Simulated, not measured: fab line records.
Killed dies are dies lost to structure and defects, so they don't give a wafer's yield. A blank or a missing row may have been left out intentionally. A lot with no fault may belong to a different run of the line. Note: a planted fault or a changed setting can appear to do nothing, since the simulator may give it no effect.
Matching of chambers / flow nand harc / NHARC_A_STAIRCASE_DESCUM_443 on rie diel-05: 4 sister chambers
The step chemistry O2, time 3 s. 4 wafers are shown with their chamber, then 8 later ones without.

## EACH WAFER AND ITS CHAMBER
wafer=L077.3; chamber=0; showerhead plenum p Torr (Torr)=1.81
wafer=L081.2; chamber=2; showerhead plenum p Torr (Torr)=2.01
wafer=L081.3; chamber=3; showerhead plenum p Torr (Torr)=2.06
wafer=L083.2; chamber=1; showerhead plenum p Torr (Torr)=1.88

## WAFERS MISSING THEIR CHAMBER
wafer=L083.5; showerhead plenum p Torr (Torr)=1.81
wafer=L083.6; showerhead plenum p Torr (Torr)=1.88
wafer=L094.1; showerhead plenum p Torr (Torr)=1.87
wafer=L094.4; showerhead plenum p Torr (Torr)=2.05
wafer=L094.6; showerhead plenum p Torr (Torr)=1.87
wafer=L092.1; showerhead plenum p Torr (Torr)=2.00
wafer=L092.2; showerhead plenum p Torr (Torr)=1.87
wafer=L092.4; showerhead plenum p Torr (Torr)=2.05

## THE CHAMBER EACH PASSED THROUGH
wafer=L083.5; from the rows above=0; in truth=0
wafer=L083.6; from the rows above=1; in truth=1
wafer=L094.1; from the rows above=1; in truth=1
wafer=L094.4; from the rows above=3; in truth=3
wafer=L094.6; from the rows above=1; in truth=1
wafer=L092.1; from the rows above=2; in truth=2
wafer=L092.2; from the rows above=1; in truth=1
wafer=L092.4; from the rows above=3; in truth=3
8 of 8 placed correctly. Can't be placed from these rows: 0. Number placed wrongly: 0.
How it was worked out, from the rows above alone: a wafer's distance from a chamber is the root of the sum, over the readings, of the square of ((its reading less the chamber's mean) divided by the reading's scatter). If the next closest chamber is less than 2 further off than the closest, the wafer can't be placed; otherwise it belongs to the closest. For every chamber, the mean is computed from those of its wafers that are shown. The scatter (one wafer shown for each chamber): square how far every hidden wafer sits from the nearest shown wafer, average those squares and take the square root.
